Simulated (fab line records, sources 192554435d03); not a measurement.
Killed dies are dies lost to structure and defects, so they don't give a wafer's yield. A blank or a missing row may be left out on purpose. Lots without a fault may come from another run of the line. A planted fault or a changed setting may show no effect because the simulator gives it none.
Split-lot experiment | flow n5_finfet | 7 lots, 21 wafers read, on a route of 1938 steps

THE SPLIT
At N5_BEOL_M8_COAT_22 (resist thk 30 nm), the setting spin_rpm was moved away from the recipe's 1500 rpm on 5 of the 21 wafers read, by -10.1% to +5.7%. The other wafers ran this setting at the recipe's value.

FROM THE SPLIT TO THE READING: what the file shows between them, 2 steps
- N5_BEOL_M8_EBR_24
- N5_BEOL_M8_SOFTBAKE_23: time 60 s

THE READING
CAR-EUV_of_BEOL_M8_COAT_22.thk_nm (the simulator's own value, which no gauge read), in nm, at N5_BEOL_M8_DESCUM_33 (chemistry O2, time 7 s). The file gives no usual value for it. The 16 wafers here that ran the recipe average 26.1 nm, standard deviation 0.12 nm.

wafer  | tool, chamber at the split | spin_rpm as run, rpm | against the recipe | CAR-EUV_of_BEOL_M8_COAT_22.thk_nm, nm | against lot-mates on the recipe
L074.1 | litho_track-03, 0          | 1585                 | +5.7%              | 25.2                                  | -1.0
L074.3 | litho_track-03, 0          | 1500                 | recipe             | 26.2                                  | -
L074.5 | litho_track-03, 0          | 1500                 | recipe             | 26.2                                  | -
L076.1 | litho_track-05, 0          | 1500                 | recipe             | 26                                    | -
L076.5 | litho_track-05, 0          | 1500                 | recipe             | 26                                    | -
L076.4 | litho_track-05, 0          | 1500                 | recipe             | 25.8                                  | -
L077.1 | litho_track-04, 0          | 1500                 | recipe             | 26.2                                  | -
L077.4 | litho_track-04, 0          | 1500                 | recipe             | 26.2                                  | -
L077.5 | litho_track-04, 0          | 1500                 | recipe             | 26.2                                  | -
L080.1 | litho_track-04, 0          | 1500                 | recipe             | 26.2                                  | -
L080.2 | litho_track-04, 0          | 1500                 | recipe             | 26.2                                  | -
L080.6 | litho_track-04, 0          | 1500                 | recipe             | 26.2                                  | -
L082.1 | litho_track-05, 0          | 1454                 | -3.1%              | 26.6                                  | +0.6
L082.4 | litho_track-05, 0          | 1500                 | recipe             | 26                                    | -
L082.6 | litho_track-05, 0          | 1500                 | recipe             | 26                                    | -
L083.4 | litho_track-05, 0          | 1500                 | recipe             | 26.2                                  | -
L083.5 | litho_track-05, 0          | 1349                 | -10.1%             | 27.8                                  | +1.6
L083.6 | litho_track-05, 0          | 1349                 | -10.1%             | 27.8                                  | +1.6
L086.3 | litho_track-04, 0          | 1425                 | -5.0%              | 26.8                                  | +0.7
L086.4 | litho_track-04, 0          | 1500                 | recipe             | 26.2                                  | -
L086.5 | litho_track-04, 0          | 1500                 | recipe             | 26                                    | -

THE FIT
A straight line over all 21 wafers: CAR-EUV_of_BEOL_M8_COAT_22.thk_nm changes by -0.164 nm for each +1% of spin_rpm; r = -0.98; the points scatter about the line by 0.12 nm.
The same after taking each lot's own level away (the mean of its wafers on the recipe; 21 wafers): -0.161 nm for each +1%; r = -0.99; scatter 0.064 nm.
On that fit, the largest move of spin_rpm shifts the reading by 1.6 nm.
The lots' own levels span 25.93 to 26.20 nm, that is 2.2 times the standard deviation above.
So the lot-to-lot level changes the slope little: the two slopes agree.
Check: with one of the wafers moved furthest among these (-10.1%) left out of the fit, the line predicts +1.62 nm for it against its lot-mates. It came out at +1.6 nm against them.

OTHER SPLITS ON THESE WAFERS
These wafers also went through other splits before the reading. Each is held against what the fit with the lots' levels taken away leaves over:
other split on the same wafers | wafers away from the commonest value | r with CAR-EUV_of_BEOL_M8_COAT_22.thk_nm (lot level and that fit taken away)
N5_BEOL_M6_COAT_59 spin_rpm    | 7                                    | -0.19
N5_BEOL_M7_ETCH_61 source_w    | 7                                    | +0.08
N5_BEOL_M7_COAT_22 spin_rpm    | 8                                    | -0.16
N5_BEOL_M8_ETCH_62 time_s      | 7                                    | +0.22

THE WHOLE CHAIN: every reading that the file lists as answering this split, in the file's order
step                 | what it does           | reading                                                                            | change (the file's fit)               | r (the file's)
N5_BEOL_M8_COAT_22   | resist thk 30 nm       | CAR-EUV_of_BEOL_M8_COAT_22.thk_nm (the simulator's own value, which no gauge read) | -0.146 nm for each +1% of the setting | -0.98
N5_BEOL_M8_DESCUM_33 | chemistry O2, time 7 s | CAR-EUV_of_BEOL_M8_COAT_22.thk_nm (the simulator's own value, which no gauge read) | -0.162 nm for each +1% of the setting | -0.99

THE FILE'S OWN FIT
CAR-EUV_of_BEOL_M8_COAT_22.thk_nm changes by -0.162 nm for each +1% of spin_rpm, r = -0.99.
